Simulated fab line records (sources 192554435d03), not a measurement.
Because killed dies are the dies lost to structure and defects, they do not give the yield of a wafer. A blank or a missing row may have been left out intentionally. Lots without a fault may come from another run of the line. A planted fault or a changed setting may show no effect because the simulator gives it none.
Struck lot and sound lot, side by side :: flow n5_finfet :: 14 out of 1938 route steps
Sound: these wafers, L296.4, L296.5, L296.6. Struck: wafer L309.2 (left out: L309.1, L309.5 of the same lot, which were not struck); the cause appears at the end.
Each step with rows lists, per side, the tool, then ch with its chambers, then its first start. Under that, the readings that differ: sound wafers :: struck wafers :: difference of the means :: sigmas: that difference in standard deviations of wafers without a fault.
alike: same words and numbers on both sides, and readings whose means sit less than 2 such deviations apart. not compared: any withheld reading, any reading some wafer has no value for, any bound like >300 that may hide the same value, and any number with overlapping values for which the record gives no deviation.
Wherever a step has rows on one side only, a row that says differs or no value, or a row with sigmas, the two part there. Numbers that have no deviation but don't overlap get no sigmas and don't part them. A reading that every wafer of one side lacks parts them only if that side has two wafers or more.

first, 7 steps without rows for these wafers: N5_BEOL_M9_COAT_75 (time 60 s, resist thk 5 nm); N5_BEOL_M9_COAT_22 (resist thk 30 nm); N5_BEOL_M9_EBR_24; N5_BEOL_M9_SOFTBAKE_23 (time 60 s); N5_BEOL_M9_EXPOSE_25 (exposes mask V8); N5_BEOL_M9_PEB_26 (peb time 60 s); N5_BEOL_M9_DEVELOP_27 (develop time 30 s).
N5_BEOL_M9_CD_MEAS_28: target cd 70 nm.
  sound on cd_sem-03 ch 0, day 10 09:14; struck on cd_sem-01 ch 0, day 13 20:01
  alike: cd_nm
N5_BEOL_M9_OVL_MEAS_29:
  sound on overlay-02 ch 0, day 10 09:17; struck on overlay-02 ch 0, day 13 20:03
reading: V8_OVL (nm)
sound: -0.8 -0.4 -1.0
struck: 0.6
difference: +1.3
sigmas: +2
N5_BEOL_M9_INSPECT_30: inspects for defects (brightfield).
  sound on defect_inspect-02 at day 10 09:19; struck on defect_inspect-01 at day 13 20:07
  alike: raw_defect_count
N5_BEOL_M9_DESCUM_33: chemistry O2, time 7 s.
  sound on rie_diel-06 ch 0,1, day 10 09:29; struck on rie_diel-06 ch 1, day 13 20:08
reading: rf_vpp_V (V)
sound: 245.7 239.9 243.6
struck: 239.4
difference: -3.7
sigmas: -2

reading: showerhead_plenum_p_Torr (Torr)
sound: 2.19 1.94 2.19
struck: 1.93
difference: -0.18
sigmas: -2
  alike: drypump_motor_current_A, oes_product_au, throttle_valve_pct
  not compared: rf_hours_counter_h
N5_BEOL_M9_ETCH_76: etches underlayer in N2/H2, target depth 6.5 nm, time 5.2 s.
  sound on rie_diel-06 ch 0,1, day 10 09:31; struck on rie_diel-06 ch 1, day 13 20:11
reading: showerhead_plenum_p_Torr (Torr)
sound: 2.67 2.34 2.67
struck: 2.33
difference: -0.23
sigmas: -2
  alike: drypump_motor_current_A, etch_rf_on_time_s, h2_flow_sccm, oes_product_au, rf_vpp_V, throttle_valve_pct
  not compared: rf_hours_counter_h
N5_BEOL_M9_ETCH_65: etches SiARC in CF4, target depth 15.6 nm, time 26 s.
  sound on rie_diel-06 ch 0,1, day 10 09:32; struck on rie_diel-06 ch 1, day 13 20:11
reading: cf4_flow_sccm (sccm)
sound: 99.8 100.2 99.7
struck: 77.6
difference: -22.3
sigmas: -70

reading: showerhead_plenum_p_Torr (Torr)
sound: 2.24 1.99 2.24
struck: 1.83
difference: -0.33
sigmas: -4

reading: throttle_valve_pct (%)
sound: 15.66 16.04 15.65
struck: 15.15
difference: -0.63
sigmas: -2
  alike: drypump_motor_current_A, etch_rf_on_time_s, oes_product_au, rf_vpp_V
  not compared: rf_hours_counter_h
N5_BEOL_M9_ETCH_66: etches SOC in N2/H2, target depth 80 nm, overetch 16 nm, time 120 s.
  sound on rie_diel-06 ch 0,1, day 10 09:34; struck on rie_diel-06 ch 1, day 13 20:13
reading: rf_vpp_V (V)
sound: 527 517 527
struck: 517
difference: -7
sigmas: -2

reading: showerhead_plenum_p_Torr (Torr)
sound: 2.67 2.34 2.67
struck: 2.33
difference: -0.23
sigmas: -2
  alike: drypump_motor_current_A, h2_flow_sccm, oes_product_au, throttle_valve_pct
  not compared: rf_hours_counter_h

WHERE THEY PART
First at N5_BEOL_M9_OVL_MEAS_29; last, within this record, at N5_BEOL_M9_ETCH_66.

WHY: the cause the simulator had injected
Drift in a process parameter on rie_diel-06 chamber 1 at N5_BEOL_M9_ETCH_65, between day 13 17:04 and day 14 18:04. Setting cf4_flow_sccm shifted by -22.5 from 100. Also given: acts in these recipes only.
